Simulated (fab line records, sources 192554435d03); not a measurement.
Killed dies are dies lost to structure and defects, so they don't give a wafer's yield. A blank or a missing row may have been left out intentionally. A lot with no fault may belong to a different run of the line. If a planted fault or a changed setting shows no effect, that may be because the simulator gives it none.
fab line records	flow n5-finfet	part 1 of 2: steps 1 to 23 of 31
record lots=5	wafers=15	last-day=20
route steps=1938 shown BEOL_M5@1180 BEOL_M6@1194
lots untouched by any fault: they come from a run of this same line in which no faults occurred
start-h: start of the lot's first displayed wafer, in hours after the record's first day	wait-h: time in hours since the lot's previous step	" identical to the entry in the row above	L1.1+2: several wafers, shown together as one row	- no value, or no start was given	* or withheld: withheld	< > ~ a bound
route shown NAME@n: names a module that has steps shown in the file, with the first one's number in the route	usual: average and standard deviation across the fault-free wafers	same: alike in all rows	chamber/n: place in a boat	sites: each site's reading	_std_site: their standard deviation	_edge_site: outer sites' mean less inner sites'	radius-mm: how far each site lies from the wafer's centre	mask NAME#n: copy n	behind: tool/chamber where the wafer was last shaped	hold: why the lot was held/for how many hours/how that ended	device: transistor that didn't switch, given as n, p or np	end of line: the route-end tests of the same wafers	a step with no rows: only its recipe	killed: the dies lost at the first sort to structure and to defects; this is not the yield of the wafer	map: a wafer's dies, x killed, . not, _ none there
set.NAME: the run value of the setting; set.NAME@STEP: its run value at that earlier step	model.NAME: the simulator's own value behind a step, which no gauge read
certain route steps with their lots: each step a table, each wafer a row
services: the hour from which a tool's chamber was out of use, counted from the record's first day as start-h (under 0 if before that day), plus the number of hours and why
## steps
# step N5_BEOL_M5_ANNEAL_84
# recipe temp-c=400	time-s=1800	ambient=vacuum
# usual heater-power-w=817/57
lot.wafer	tool	chamber	start-h	wait-h	heater-power-w
L078.2	pvd-sputter-01	-	230.88	0.0	842
L078.4	"	-	"	"	856
L078.5	"	-	"	"	853
L089.3	pvd-sputter-02	-	309.99	0.0	803
L089.4	"	-	"	"	706
L089.5	"	-	"	"	785
L091.2	pvd-sputter-01	-	311.69	0.0	749
L091.3	"	-	"	"	904
L091.6	"	-	"	"	783
L094.1	pvd-sputter-02	-	341.66	0.0	775
L094.2	"	-	"	"	859
L094.3	"	-	"	"	760
L095.1	pvd-sputter-01	-	356.79	0.0	868
L095.3	"	-	"	"	871
L095.6	"	-	"	"	849
# step N5_BEOL_M5_SPUTTER_88
# recipe material=Cu	target-thk-a=150	temp-c=-20	chamber-pressure-pa=0.07	power-w=withheld	time-s=27.62
# usual chuck-gas-flow-sccm=1.26/0.046	throttle-valve-pct=29.6/0.9
lot.wafer	tool	chamber	start-h	wait-h	chuck-gas-flow-sccm	throttle-valve-pct
L078.2	pvd-sputter-01	-	231.89	0.5	1.29	30.4
L078.4	"	-	"	"	1.22	30.4
L078.5	"	-	"	"	1.26	30.7
L089.3	pvd-sputter-02	-	311.00	0.5	1.25	28.9
L089.4	"	-	"	"	1.23	29.4
L089.5	"	-	"	"	1.27	28.9
L091.2	pvd-sputter-01	-	312.70	0.5	1.24	28.6
L091.3	"	-	"	"	1.28	28.8
L091.6	"	-	"	"	1.27	28.3
L094.1	pvd-sputter-02	-	342.80	0.6	1.21	28.8
L094.2	"	-	"	"	1.27	30.3
L094.3	"	-	"	"	1.26	29.4
L095.1	pvd-sputter-01	-	357.80	0.5	1.31	30.8
L095.3	"	-	"	"	1.34	30.6
L095.6	"	-	"	"	1.37	30.6
# step N5_BEOL_M5_ANNEAL_89
# recipe temp-c=400	time-s=1800	ambient=vacuum
# usual heater-power-w=818/57
lot.wafer	tool	chamber	start-h	wait-h	heater-power-w
L078.2	pvd-sputter-01	-	231.97	0.0	851
L078.4	"	-	"	"	863
L078.5	"	-	"	"	856
L089.3	pvd-sputter-02	-	311.08	0.0	773
L089.4	"	-	"	"	711
L089.5	"	-	"	"	777
L091.2	pvd-sputter-01	-	312.78	0.0	748
L091.3	"	-	"	"	914
L091.6	"	-	"	"	760
L094.1	pvd-sputter-02	-	342.89	0.0	787
L094.2	"	-	"	"	871
L094.3	"	-	"	"	769
L095.1	pvd-sputter-01	-	357.88	0.0	833
L095.3	"	-	"	"	845
L095.6	"	-	"	"	842
# step N5_BEOL_M5_SPUTTER_90
# recipe material=Cu	target-thk-a=45	temp-c=-20	chamber-pressure-pa=0.07	power-w=withheld	time-s=8.29
# usual chuck-gas-flow-sccm=1.26/0.055	throttle-valve-pct=29.6/0.89
lot.wafer	tool	chamber	start-h	wait-h	chuck-gas-flow-sccm	throttle-valve-pct
L078.2	pvd-sputter-01	-	232.98	0.5	1.25	30.7
L078.4	"	-	"	"	1.26	30.6
L078.5	"	-	"	"	1.28	30.5
L089.3	pvd-sputter-02	-	312.09	0.5	1.26	28.9
L089.4	"	-	"	"	1.19	29.5
L089.5	"	-	"	"	1.31	28.9
L091.2	pvd-sputter-01	-	313.78	0.5	1.30	28.5
L091.3	"	-	"	"	1.34	28.9
L091.6	"	-	"	"	1.24	28.6
L094.1	pvd-sputter-02	-	344.02	0.6	1.22	28.9
L094.2	"	-	"	"	1.23	30.4
L094.3	"	-	"	"	1.16	29.1
L095.1	pvd-sputter-01	-	358.89	0.5	1.26	30.5
L095.3	"	-	"	"	1.30	30.4
L095.6	"	-	"	"	1.19	30.5
# step N5_BEOL_M5_ECD_50
# recipe material=Cu	target-thk-a=3000
lot.wafer	tool	chamber	start-h	wait-h
L078.2+4+5	ecd-cu-02	0,0,1	233.09	0.1
L089.3+4+5	ecd-cu-02	1,0,0	312.22	0.1
L091.2+3+6	ecd-cu-02	1,0,1	313.90	0.1
L094.1+2+3	ecd-cu-01	1,0,0	344.14	0.1
L095.1+3+6	ecd-cu-01	0,0,1	359.00	0.1
# step N5_BEOL_M5_ANNEAL_51
# recipe temp-c=225	time-s=90	ambient=N2
# usual wafer_temp_C_max=225.9/0.32
lot.wafer	tool	chamber	start-h	wait-h	wafer_temp_C_max
L078.2	rtp-anneal-01	0	233.22	0.1	226.1
L078.4	"	0	"	"	225.8
L078.5	"	0	"	"	225.8
L089.3	rtp-anneal-01	0	312.38	0.1	225.8
L089.4	"	0	"	"	225.7
L089.5	"	0	"	"	225.7
L091.2	rtp-anneal-02	0	314.03	0.1	226.1
L091.3	"	0	"	"	226.2
L091.6	"	0	"	"	225.8
L094.1	rtp-anneal-01	0	344.23	0.1	225.8
L094.2	"	0	"	"	226.1
L094.3	"	0	"	"	225.5
L095.1	rtp-anneal-02	0	359.09	0.1	226.4
L095.3	"	0	"	"	226.5
L095.6	"	0	"	"	226.3
# step N5_BEOL_M5_CMP_52
# recipe stop-on=SiCOH_lowk	t-overpolish-s=6.9	down-force-psi=1	platen-rpm=50	clearing-platen-down-force-psi=1.5	clearing-platen-rpm=50	post-cmp-clean=cu-alkaline	target-thk-nm=62	clearing-platen-pad-velocity-m-s=0.99484	pad-velocity-m-s=0.99484
# usual barrier-field-endpoint-s=24.8/0.93	motor-current-A=6.1/0.73	overpolish-run-s=6.899/0.0096	time-to-endpoint-s=62/4.2
lot.wafer	tool	chamber	start-h	wait-h	barrier-field-endpoint-s	motor-current-A	overpolish-run-s	time-to-endpoint-s
L078.4	cmp-01	0	233.48	0.1	24.2	6.6	6.921	58
L078.2	"	2	"	"	24.1	6.0	6.894	61
L078.5	"	1	"	"	23.3	5.2	6.888	54
L089.4	cmp-01	2	312.62	0.2	25.7	6.3	6.915	64
L089.3	"	3	"	"	25.8	5.6	6.900	70
L089.5	"	1	"	"	24.4	5.7	6.907	57
L091.3	cmp-02	2	314.32	0.2	24.6	5.2	6.893	63
L091.2	"	0	"	"	25.4	7.8	6.884	63
L091.6	"	2	"	"	25.3	5.1	6.909	65
L094.1	cmp-02	2	344.53	0.3	24.5	4.9	6.897	58
L094.3	"	3	"	"	24.3	6.2	6.904	53
L094.2	"	1	"	"	23.1	5.8	6.900	58
L095.3	cmp-04	3	359.39	0.2	24.3	6.5	6.895	69
L095.1	"	1	"	"	25.7	6.8	6.897	68
L095.6	"	3	"	"	25.3	6.7	6.885	66
# step N5_BEOL_M5_THK_MEAS_53
# recipe thk-meas-gauge=xrf	reads=Cu_of_BEOL_M5_ECD_50
# usual M5_THK=61.3/2.2
lot.wafer	tool	chamber	start-h	wait-h	M5_THK[nm]
L078.2	film-metro-02	-	233.77	-	63.5
L078.4	"	-	"	"	63.9
L078.5	"	-	"	"	57.4
L089.3	film-metro-02	-	312.88	-	62.2
L089.4	"	-	"	"	60.4
L089.5	"	-	"	"	59.0
L091.2	film-metro-01	-	314.58	-	62.6
L091.3	"	-	"	"	59.5
L091.6	"	-	"	"	62.8
L094.1	film-metro-02	-	344.82	-	62.4
L094.2	"	-	"	"	61.8
L094.3	"	-	"	"	60.5
L095.1	film-metro-02	-	359.68	-	61.2
L095.3	"	-	"	"	60.5
L095.6	"	-	"	"	62.0
# step N5_BEOL_M5_PRE_CLEAN_77
# recipe gas=NH3/H2	time-s=15	temp-c=*	rf-power-w=300
# usual heater-power-w=80/15
lot.wafer	tool	chamber	start-h	wait-h	heater-power-w	since-wet-clean-h
L078.2	cvd-co-02	2	233.99	0.2	64	316
L078.4	"	0	"	"	88	-
L078.5	"	2	"	"	65	-
L089.3	cvd-co-01	0	312.92	0.0	63	1073
L089.4	"	0	"	"	62	-
L089.5	"	2	"	"	78	-
L091.2	cvd-co-02	2	314.76	0.2	62	397
L091.3	"	0	"	"	88	856
L091.6	"	1	"	"	80	-
L094.1	cvd-co-02	2	344.86	0.0	62	427
L094.2	"	0	"	"	93	886
L094.3	"	0	"	"	91	-
L095.1	cvd-co-01	1	359.75	0.1	103	212
L095.3	"	0	"	"	62	1120
L095.6	"	1	"	"	104	-
# step N5_BEOL_M5_CO_CAP_78
# recipe material=Co	target-thk-a=20	temp-c=200	precursor=CCTBA/H2	pressure-torr=30	time-s=102.1
# usual heater-power-w=230/20
lot.wafer	tool	chamber	start-h	wait-h	heater-power-w	since-wet-clean-h
L078.2	cvd-co-02	2	234.03	0.0	208	316
L078.4	"	0	"	"	238	-
L078.5	"	2	"	"	206	-
L089.3	cvd-co-01	0	312.96	0.0	205	1073
L089.4	"	0	"	"	209	-
L089.5	"	2	"	"	228	-
L091.2	cvd-co-02	2	314.80	0.0	208	397
L091.3	"	0	"	"	246	856
L091.6	"	1	"	"	227	-
L094.1	cvd-co-02	2	344.92	0.0	215	427
L094.2	"	0	"	"	238	886
L094.3	"	0	"	"	237	-
L095.1	cvd-co-01	1	359.79	0.0	262	212
L095.3	"	0	"	"	206	1120
L095.6	"	1	"	"	257	-
# step N5_BEOL_M5_PRE_CLEAN_55
# recipe gas=NH3	time-s=15	temp-c=withheld	rf-power-w=300
lot.wafer	tool	chamber	start-h	wait-h	since-wet-clean-h
L078.2	pecvd-01	1	234.13	0.1	1844
L078.4	"	0	"	"	-
L078.5	"	2	"	"	-
L089.3	pecvd-02	1	313.05	0.1	1561
L089.4	"	0	"	"	-
L089.5	"	2	"	"	-
L091.2	pecvd-01	2	314.89	0.1	426
L091.3	"	0	"	"	1200
L091.6	"	1	"	"	-
L094.1	pecvd-01	1	345.05	0.1	1955
L094.2	"	2	"	"	457
L094.3	"	0	"	"	1230
L095.1	pecvd-03	2	359.88	0.1	307
L095.3	"	0	"	"	1064
L095.6	"	0	"	"	-
# step N5_BEOL_M5_DEP_56
# recipe material=SiCN	target-thk-a=80	temp-c=withheld	precursor=3MS/NH3	pressure-torr=3	rf-w=202	time-s=14
# usual showerhead-plenum-p-Torr=3.669/0.012	showerhead-vpp-V=848/38	throttle-valve-pct=9.1/0.64
lot.wafer	tool	chamber	start-h	wait-h	showerhead-plenum-p-Torr	showerhead-vpp-V	since-wet-clean-h	throttle-valve-pct
L078.2	pecvd-01	1	234.16	0.0	3.658	855	1844	9.1
L078.4	"	0	"	"	3.658	825	-	9.7
L078.5	"	2	"	"	3.670	763	-	8.7
L089.3	pecvd-02	1	313.07	0.0	3.673	860	1561	9.4
L089.4	"	0	"	"	3.680	894	-	9.2
L089.5	"	2	"	"	3.676	816	-	8.1
L091.2	pecvd-01	2	314.92	0.0	3.672	763	426	8.7
L091.3	"	0	"	"	3.669	836	1200	9.4
L091.6	"	1	"	"	3.659	838	-	9.3
L094.1	pecvd-01	1	345.07	0.0	3.659	857	1955	9.2
L094.2	"	2	"	"	3.660	771	457	8.7
L094.3	"	0	"	"	3.654	818	1230	9.5
L095.1	pecvd-03	2	359.90	0.0	3.655	876	307	9.0
L095.3	"	0	"	"	3.687	861	1064	10.5
L095.6	"	0	"	"	3.683	855	-	10.5
# step N5_BEOL_M5_RS_MEAS_57
# recipe thk-meas-gauge=four-point-probe	reads=Co_of_BEOL_M5_CO_CAP_78+Cu_of_BEOL_M5_ECD_50+Co_of_BEOL_M5_CVD_47+TaN_of_BEOL_M5_ALD_86
# usual M5_RS=0.390/0.016
lot.wafer	tool	chamber	start-h	wait-h	M5_RS[ohm/sq]
L078.2	film-metro-02	-	234.23	0.1	0.372
L078.4	"	-	"	"	0.370
L078.5	"	-	"	"	0.420
L089.3	film-metro-02	-	313.14	0.1	0.378
L089.4	"	-	"	"	0.394
L089.5	"	-	"	"	0.404
L091.2	film-metro-01	-	314.99	0.1	0.378
L091.3	"	-	"	"	0.404
L091.6	"	-	"	"	0.376
L094.1	film-metro-02	-	345.14	0.0	0.381
L094.2	"	-	"	"	0.385
L094.3	"	-	"	"	0.394
L095.1	film-metro-01	-	359.98	0.1	0.389
L095.3	"	-	"	"	0.393
L095.6	"	-	"	"	0.382
# step N5_BEOL_M5_INSPECT_58
# recipe inspect-instrument=darkfield	mode=post-dep
# usual raw-defect-count=72/23
lot.wafer	tool	chamber	start-h	wait-h	raw-defect-count
L078.2	defect-inspect-02	-	234.25	0.0	32
L078.4	"	-	"	"	70
L078.5	"	-	"	"	34
L089.3	defect-inspect-01	-	313.17	0.0	70
L089.4	"	-	"	"	51
L089.5	"	-	"	"	113
L091.2	defect-inspect-02	-	315.01	0.0	84
L091.3	"	-	"	"	49
L091.6	"	-	"	"	56
L094.1	defect-inspect-01	-	345.17	0.0	67
L094.2	"	-	"	"	78
L094.3	"	-	"	"	92
L095.1	defect-inspect-01	-	360.01	0.0	46
L095.3	"	-	"	"	32
L095.6	"	-	"	"	55
# step N5_BEOL_M6_ILD_DEP_00
# recipe material=SiCOH_lowk	target-thk-a=1797.5	temp-c=300	precursor=DEMS/porogen	pressure-torr=5	rf-w=500	time-s=33.4
# usual heater-power-w=342/71	showerhead-plenum-p-Torr=5.741/0.021	showerhead-vpp-V=1367/66	throttle-valve-pct=14.5/1.3
lot.wafer	tool	chamber	start-h	wait-h	heater-power-w	showerhead-plenum-p-Torr	showerhead-vpp-V	since-wet-clean-h	throttle-valve-pct
L078.2	pecvd-04	2	234.30	0.1	333	5.709	1472	547	13.4
L078.4	"	1	"	"	274	5.747	1358	-	16.8
L078.5	"	2	"	"	338	5.713	1442	-	13.6
L089.3	pecvd-03	2	313.23	0.1	513	5.718	1344	-	14.0
L089.4	"	1	"	"	313	5.757	1370	-	13.4
L089.5	"	2	"	"	501	5.734	1350	-	13.7
L091.2	pecvd-01	1	315.05	0.0	195	5.741	1309	1925	14.2
L091.3	"	2	"	"	359	5.724	1196	427	13.0
L091.6	"	2	"	"	373	5.731	1191	-	13.2
L094.1	pecvd-04	2	345.20	0.0	372	5.710	1441	658	13.6
L094.2	"	0	"	"	302	5.779	1445	1412	14.3
L094.3	"	1	"	"	334	5.756	1344	2137	17.0
L095.1	pecvd-04	0	360.05	0.0	338	5.758	1451	1426	14.3
L095.3	"	1	"	"	288	5.740	1364	2151	17.0
L095.6	"	1	"	"	299	5.753	1354	-	17.2
# step N5_BEOL_M6_CURE_74
# recipe temp-c=385	time-s=240	ambient=He/Ar	material=SiCOH_lowk
# usual lamp-power-pct=52.32/0.058	wafer_temp_C_max=386.8/0.7
lot.wafer	tool	chamber	start-h	wait-h	lamp-power-pct	wafer_temp_C_max
L078.2	uv-cure-01	1	234.45	0.1	52.35	388.4
L078.4	"	1	"	"	52.29	387.5
L078.5	"	1	"	"	52.35	388.1
L089.3	uv-cure-01	2	313.45	0.2	52.30	386.4
L089.4	"	2	"	"	52.34	386.7
L089.5	"	2	"	"	52.38	387.0
L091.2	uv-cure-01	1	315.19	0.1	52.38	387.6
L091.3	"	1	"	"	52.31	387.0
L091.6	"	1	"	"	52.41	387.9
L094.1	uv-cure-01	2	345.40	0.2	52.36	386.6
L094.2	"	2	"	"	52.36	386.1
L094.3	"	2	"	"	52.25	386.2
L095.1	uv-cure-03	1	360.11	0.0	52.38	386.1
L095.3	"	1	"	"	52.27	386.5
L095.6	"	1	"	"	52.37	386.6
# step N5_BEOL_M6_THK_MEAS_01
# recipe reads=SiCOH_lowk_of_BEOL_M6_ILD_DEP_00
# usual M6_ILD_THK=155.9/2.5
lot.wafer	tool	chamber	start-h	wait-h	M6_ILD_THK[nm]
L078.2	film-metro-01	-	234.88	0.4	152.8
L078.4	"	-	"	"	157.9
L078.5	"	-	"	"	154.8
L089.3	film-metro-01	-	313.80	0.3	157.7
L089.4	"	-	"	"	154.6
L089.5	"	-	"	"	156.6
L091.2	film-metro-02	-	315.62	0.4	155.4
L091.3	"	-	"	"	157.0
L091.6	"	-	"	"	157.4
L094.1	film-metro-02	-	346.39	0.8	153.2
L094.2	"	-	"	"	152.6
L094.3	"	-	"	"	154.8
L095.1	film-metro-01	-	360.62	0.4	151.3
L095.3	"	-	"	"	154.5
L095.6	"	-	"	"	155.9
# step N5_BEOL_M6_PECVD_70
# recipe material=SiO2	target-thk-a=200	temp-c=400	precursor=TEOS/O2	pressure-torr=5.5	rf-w=450	teos-flow-sccm=53.8	gas=O2	flow-sccm=3000	time-s=22.7
# usual heater-power-w=760/150	showerhead-plenum-p-Torr=8.79/0.07	showerhead-vpp-V=1278/68	throttle-valve-pct=23.1/1.9
lot.wafer	tool	chamber	start-h	wait-h	heater-power-w	showerhead-plenum-p-Torr	showerhead-vpp-V	since-wet-clean-h	throttle-valve-pct
L078.2	pecvd-01	0	234.92	0.0	732	8.76	1227	1120	23.6
L078.4	"	0	"	"	712	8.76	1248	-	23.8
L078.5	"	2	"	"	790	8.78	1134	-	21.4
L089.3	pecvd-04	0	313.84	0.0	718	8.89	1363	1380	22.8
L089.4	"	1	"	"	636	8.76	1283	-	27.7
L089.5	"	0	"	"	761	8.88	1359	-	22.7
L091.2	pecvd-03	1	315.66	0.0	702	8.86	1284	1745	21.5
L091.3	"	1	"	"	700	8.86	1307	-	21.4
L091.6	"	2	"	"	1057	8.72	1307	-	22.2
L094.1	pecvd-04	2	346.43	0.0	723	8.66	1360	659	22.1
L094.2	"	0	"	"	765	8.92	1387	1413	22.8
L094.3	"	1	"	"	746	8.77	1332	2138	27.6
L095.1	pecvd-03	0	360.66	0.0	939	8.87	1278	1065	26.0
L095.3	"	1	"	"	678	8.85	1287	1790	21.5
L095.6	"	2	"	"	984	8.72	1301	-	22.2
# step N5_BEOL_M6_HM_DEP_02
# recipe material=TiN	target-thk-a=200	temp-c=25	chamber-pressure-pa=0.49996
# usual throttle-valve-pct=29.6/0.92
lot.wafer	tool	chamber	start-h	wait-h	throttle-valve-pct
L078.2	pvd-sputter-03	-	236.12	1.2	28.7
L078.4	"	-	"	"	28.9
L078.5	"	-	"	"	29.8
L089.3	pvd-sputter-01	-	314.54	0.7	30.9
L089.4	"	-	"	"	30.6
L089.5	"	-	"	"	30.8
L091.2	pvd-sputter-01	-	317.14	1.5	30.5
L091.3	"	-	"	"	29.0
L091.6	"	-	"	"	30.7
L094.1	pvd-sputter-02	-	348.22	1.8	29.4
L094.2	"	-	"	"	29.1
L094.3	"	-	"	"	28.8
L095.1	pvd-sputter-01	-	362.03	1.3	30.4
L095.3	"	-	"	"	30.5
L095.6	"	-	"	"	28.8
# step N5_BEOL_M6_COAT_59
# recipe resist=SOC	temp-c=250	time-s=60	spin-rpm=1500	resist-thk-nm=100
# usual exhaust-pa=45.0/0.97	heater-power-total-W=500.2/1.8
lot.wafer	tool	chamber	start-h	wait-h	exhaust-pa	heater-power-total-W
L078.2	litho-track-02	0	236.25	0.1	45.6	499.8
L078.4	"	0	"	"	46.2	501.4
L078.5	"	0	"	"	44.6	499.2
L089.3	litho-track-01	0	314.67	0.1	42.9	501.7
L089.4	"	0	"	"	43.8	499.6
L089.5	"	0	"	"	43.5	500.8
L091.2	litho-track-01	0	317.27	0.1	44.2	497.9
L091.3	"	0	"	"	44.4	497.2
L091.6	"	0	"	"	44.3	498.0
L094.1	litho-track-02	0	348.34	0.1	45.3	497.8
L094.2	"	0	"	"	44.2	501.9
L094.3	"	0	"	"	45.0	501.3
L095.1	litho-track-02	0	362.15	0.1	45.7	499.9
L095.3	"	0	"	"	44.3	498.1
L095.6	"	0	"	"	44.6	502.4
# step N5_BEOL_M6_COAT_60
# recipe resist=SiARC	temp-c=220	time-s=60	spin-rpm=1500	resist-thk-nm=35
# usual exhaust-pa=44.9/0.9	heater-power-total-W=427.9/2.2
lot.wafer	tool	chamber	start-h	wait-h	exhaust-pa	heater-power-total-W
L078.2	litho-track-02	0	-	-	45.5	428.3
L078.4	"	0	"	"	45.5	424.8
L078.5	"	0	"	"	46.4	428.8
L089.3	litho-track-01	0	-	-	44.4	430.7
L089.4	"	0	"	"	45.7	425.1
L089.5	"	0	"	"	45.1	430.8
L091.2	litho-track-01	0	-	-	44.5	425.5
L091.3	"	0	"	"	44.2	428.3
L091.6	"	0	"	"	45.1	425.7
L094.1	litho-track-02	0	-	-	44.8	427.1
L094.2	"	0	"	"	46.1	427.6
L094.3	"	0	"	"	45.2	431.0
L095.1	litho-track-02	0	-	-	44.7	424.2
L095.3	"	0	"	"	45.2	424.2
L095.6	"	0	"	"	45.3	424.5
# step N5_BEOL_M6_COAT_05
# recipe resist=CAR-ArF	spin-rpm=1500	resist-thk-nm=90
# usual exhaust-pa=45.0/0.9
lot.wafer	tool	chamber	start-h	wait-h	exhaust-pa
L078.2	litho-track-02	0	-	-	44.1
L078.4	"	0	"	"	43.4
L078.5	"	0	"	"	44.4
L089.3	litho-track-01	0	-	-	45.4
L089.4	"	0	"	"	45.2
L089.5	"	0	"	"	46.6
L091.2	litho-track-01	0	-	-	47.1
L091.3	"	0	"	"	45.9
L091.6	"	0	"	"	46.4
L094.1	litho-track-02	0	-	-	46.2
L094.2	"	0	"	"	45.6
L094.3	"	0	"	"	44.6
L095.1	litho-track-02	0	-	-	45.0
L095.3	"	0	"	"	46.0
L095.6	"	0	"	"	44.4
# step N5_BEOL_M6_EBR_07
# recipe solvent=PGMEA	ebr-width-mm=1.5
# usual exhaust-pa=44.9/1
lot.wafer	tool	chamber	start-h	wait-h	exhaust-pa
L078.2	litho-track-02	0	-	-	45.2
L078.4	"	0	"	"	44.7
L078.5	"	0	"	"	46.1
L089.3	litho-track-01	0	-	-	44.7
L089.4	"	0	"	"	45.1
L089.5	"	0	"	"	44.3
L091.2	litho-track-01	0	-	-	44.3
L091.3	"	0	"	"	43.1
L091.6	"	0	"	"	44.6
L094.1	litho-track-02	0	-	-	44.4
L094.2	"	0	"	"	44.4
L094.3	"	0	"	"	45.8
L095.1	litho-track-02	0	-	-	46.8
L095.3	"	0	"	"	47.7
L095.6	"	0	"	"	47.2
